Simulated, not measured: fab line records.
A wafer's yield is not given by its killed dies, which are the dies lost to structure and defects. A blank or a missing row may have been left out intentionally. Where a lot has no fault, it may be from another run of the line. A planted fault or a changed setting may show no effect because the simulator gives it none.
Which tool is to blame? + flow nand-harc + 36 wafers sampled from 12 lots at 1 step of a route of 1159

== WHAT EACH GAUGE READ, for each wafer ==
NHARC_A_START_INSPECT_01.
| lot  | measured     | on                | raw-defect-count |
|------|--------------|-------------------|------------------|
| L075 | day 7 02:32  | defect-inspect-01 | 0 8 2            |
| L076 | day 7 12:44  | defect-inspect-02 | 7 3 0            |
| L081 | day 7 20:45  | defect-inspect-01 | 2 9 7            |
| L080 | day 8 01:03  | defect-inspect-01 | 4 5 3            |
| L083 | day 8 21:11  | defect-inspect-02 | 5 3 1            |
| L085 | day 9 05:22  | defect-inspect-01 | 1 3 4            |
| L087 | day 9 20:52  | defect-inspect-02 | 4 3 2            |
| L089 | day 10 05:54 | defect-inspect-01 | 4 7 5            |
| L091 | day 10 13:50 | defect-inspect-01 | 5 4 6            |
| L093 | day 11 04:15 | defect-inspect-02 | 2 7 4            |
| L095 | day 11 20:17 | defect-inspect-01 | 2 1 1            |
| L097 | day 12 14:08 | defect-inspect-02 | 1 1 4            |

== TOOL THAT RAN EACH LOT (tool first, then ch and the chambers of the sampled wafers, then the start) ==
No process step before these readings appears in the record.

== THE ANSWER, worked out from the rows above alone ==
Rule: the usual values come from the lots themselves. The widest of any qualifying gaps counts: lots, ordered by their means at a reading, are off when they make up no more than a third of the lots, leave a main group of 4 or more, and stand apart from it by 3 or more times the standard deviation of that group's means. A main group is skipped when, at the precision printed for the reading in the tables above, its means are all equal. Also off: a lot with no number at a reading for which 4 or more lots have one. The other lots that the step has rows for count as sound.
Across all readings shown, no lot is off: no conclusion can be drawn from this.

== WHAT HAD BEEN PUT IN BY THE SIMULATOR ==
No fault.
